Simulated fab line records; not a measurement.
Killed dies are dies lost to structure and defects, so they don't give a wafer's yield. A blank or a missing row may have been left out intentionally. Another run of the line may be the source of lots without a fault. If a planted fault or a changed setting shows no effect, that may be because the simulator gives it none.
Struck lot and sound lot, side by side	flow n5 finfet	15 out of 1938 route steps
Sound: the wafers L968.2, L968.4, L968.5. Struck: wafer L977.3; the same lot's L977.1 was not struck, so it is left out; see the end for the cause.
Order at every step that has rows: each side's tool, ch and its chambers, its first start. Under that, the readings that differ: sound wafers	struck wafers	difference of the means	sigmas: that difference in standard deviations of wafers without a fault.
alike: words and numbers the same on both sides, and readings whose means are apart by under 2 such deviations; not compared: readings that were withheld, readings missing a value for some wafer, numbers with overlapping values and no deviation given by the record, and bounds like >300 which may hide the same value.
The two part at a step that has a row with sigmas, a row that says differs or no value, or rows on one side only. Non-overlapping numbers with no deviation appear without sigmas and do not part them. Lack of a reading on every wafer of one side parts them only where that side has two or more wafers.

first, 8 steps without rows for these wafers: N5_HKMG_FIN_COAT_29 (time 60 s, resist thk 300 nm); N5_HKMG_FIN_COAT_30 (time 60 s, resist thk 35 nm); N5_HKMG_FIN_COAT_06 (resist thk 90 nm); N5_HKMG_FIN_EBR_08; N5_HKMG_FIN_SOFTBAKE_07 (time 60 s); N5_HKMG_FIN_EXPOSE_09 (exposes mask NWFM); N5_HKMG_FIN_PEB_10 (peb time 60 s); N5_HKMG_FIN_DEVELOP_11 (develop time 30 s).
N5_HKMG_FIN_CD_MEAS_12 targets a cd of 92.8 nm.
  sound on cd sem-03 ch 0, day 5 04:21; struck on cd sem-03 ch 0, day 7 11:34
  alike: cd nm
N5_HKMG_FIN_OVL_MEAS_13:
  sound on overlay-01 ch 0, day 5 04:23; struck on overlay-02 ch 0, day 7 11:35
  alike: NWFM_OVL
N5_HKMG_FIN_INSPECT_14: inspects for defects (macro).
  sound: defect inspect-02 at day 5 04:24; struck: defect inspect-01 at day 7 11:37
reading	sound	struck	difference	sigmas
raw defect count	6 3 1	0	-3	-2
N5_HKMG_FIN_DESCUM_17: chemistry O2, time 7.9 s.
  sound on rie diel-05 ch 0,1, day 5 04:26; struck on rie diel-05 ch 2, day 7 11:39
reading	sound	struck	difference	sigmas
drypump motor current A (A)	6.6 5.6 6.6	5.1	-1.2	-3
throttle valve pct (%)	20.39 20.20 20.38	19.82	-0.50	-2
  alike: oes product au, rf vpp V, showerhead plenum p Torr
  not compared: rf hours counter h
N5_HKMG_FIN_ETCH_31: etches SiARC in CF4, target depth 45.5 nm, time 75.8 s.
  sound on rie diel-05 ch 0,1, day 5 04:28; struck on rie diel-05 ch 2, day 7 11:41
reading	sound	struck	difference	sigmas
drypump motor current A (A)	6.6 5.6 6.6	5.1	-1.2	-3
etch rf on time s (s)	76.3 77.3 76.0	95.6	+19.1	+12
  alike: oes product au, rf vpp V, showerhead plenum p Torr, throttle valve pct
  not compared: rf hours counter h
N5_HKMG_FIN_ETCH_32: etches SOC in N2/H2, target depth 240 nm, time 300 s.
  sound on rie diel-05 ch 0,1, day 5 04:31; struck on rie diel-05 ch 2, day 7 11:44
reading	sound	struck	difference	sigmas
drypump motor current A (A)	6.6 5.6 6.6	5.1	-1.2	-3
  alike: oes product au, rf vpp V, showerhead plenum p Torr, throttle valve pct
  not compared: rf hours counter h
-- a jump in the record: the struck wafers' starts before and after are 4 days apart (it breaks off in module HKMG_FIN and resumes in module BEOL_M4, where the first step shown is number 1111 of the route) --
N5_BEOL_M4_RC_MEAS_101:
  sound on prober-01 ch 0, day 8 21:38; struck on prober-02 ch 0, day 11 07:26
  alike: DIBL_N, DIBL_P, IOFF_N, IOFF_P, ION_N, ION_P, SS_N, SS_P, VT_N, VT_P

WHERE THEY PART
Last at N5_HKMG_FIN_ETCH_32 as far as this record goes, first at N5_HKMG_FIN_INSPECT_14. Later steps at which nothing parts them and some readings are alike: N5_BEOL_M4_RC_MEAS_101.

WHY: whatever the simulator had introduced
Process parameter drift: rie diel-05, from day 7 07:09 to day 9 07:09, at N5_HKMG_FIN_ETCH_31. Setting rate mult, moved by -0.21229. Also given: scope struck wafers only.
